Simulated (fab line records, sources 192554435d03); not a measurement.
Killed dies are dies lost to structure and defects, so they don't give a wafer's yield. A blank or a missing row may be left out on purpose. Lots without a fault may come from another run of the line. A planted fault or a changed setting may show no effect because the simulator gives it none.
Problem report in the 8D (eight disciplines) form, filled by code | flow n5_finfet | the parts of the form that need people (team, actions taken, sign-off) are left out

1. THE PROBLEM
bias_w at N5_PMOS_HMC_CHANNEL_EPI_ETCH_38 reads a mean of 416.1 W on 2 wafers of 1 lot; wafers without a fault read 400.1 W with a standard deviation of 1.2. That is +13 standard deviations from the usual mean.
The step: etches SiO2 in CF4, target depth 1.5 nm.
First seen on wafer L989.3, day 6 06:46, on rie_si-05. The record holds 30 wafers of 10 lots with a number at this step. Rule for "out", or "out of limits": more than 4 standard deviations from the usual mean. The other wafers with a number count as sound.

2. WHAT IT IS AND WHAT IT IS NOT
question                    | is               | is not
which readings at this step | bias_w           | drypump_motor_current_A, oes_product_au, throttle_valve_pct
which lots                  | L989             | L972, L974, L977, L978, L980, L981, L991, L992, L994
which wafers of those lots  | L989.3, L989.5   | L989.6
read on which tools         | rie_si-05        | rie_si-01, rie_si-06
when                        | from day 6 06:46 | up to then (19 sound wafers); but 9 sound wafers of L991, L992, L994 came after

3. SUSPECTS, AND WHAT RULES EACH OUT
Counting: a tool at a process step up to the reading stays a suspect if it ran every lot that is out. Sound lots after the first of them don't rule it out here, since some wafers of a struck lot are sound.
- rie_si-05 at N5_PMOS_HMC_CHANNEL_EPI_ETCH_38 (etches SiO2 in CF4, target depth 1.5 nm): kept. It ran the lot that is out, L989 (day 6 06:46); its last sound lot up to then is L981 (day 4 06:10). Its own readings are out on those wafers: bias_w.
- Within rie_si-05 at N5_PMOS_HMC_CHANNEL_EPI_ETCH_38: the wafers that are out ran in chamber 1; their sound lot-mates ran in chamber 0.
Left after counting: rie_si-05 at N5_PMOS_HMC_CHANNEL_EPI_ETCH_38.

4. THE CAUSE (what the simulator had put in)
Process parameter drift: rie_si-05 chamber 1, from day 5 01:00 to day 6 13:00, at N5_PMOS_HMC_CHANNEL_EPI_ETCH_38. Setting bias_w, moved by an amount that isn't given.
Counting left only this tool.

5. THE CHAIN OF EFFECTS, in route order
Each row: a reading whose mean over the struck wafers that have a number lies more than 3 standard deviations from the usual. Only readings for which the record gives a usual standard deviation are gone through. hours: the time from each lot's start at the first step in this table that gives one to its start at this step, as a median over the lots. sigmas: the change in usual standard deviations.
hours | step                            | reading | usual   | on struck wafers | change | sigmas
0     | N5_PMOS_HMC_CHANNEL_EPI_ETCH_38 | bias_w  | 400.1 W | 416.1            | +15.9  | +13
The process steps in it:
- N5_PMOS_HMC_CHANNEL_EPI_ETCH_38: etches SiO2 in CF4, target depth 1.5 nm.
Later measuring or inspecting steps at which every struck wafer that the step has a row for has a number for every such reading, and none has moved that far: N5_BEOL_M4_RC_MEAS_101.

6. WHAT WOULD HAVE CAUGHT IT SOONER
In this record the first reading out of limits was taken at day 6 06:46, 30 hours after the fault began at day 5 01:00.
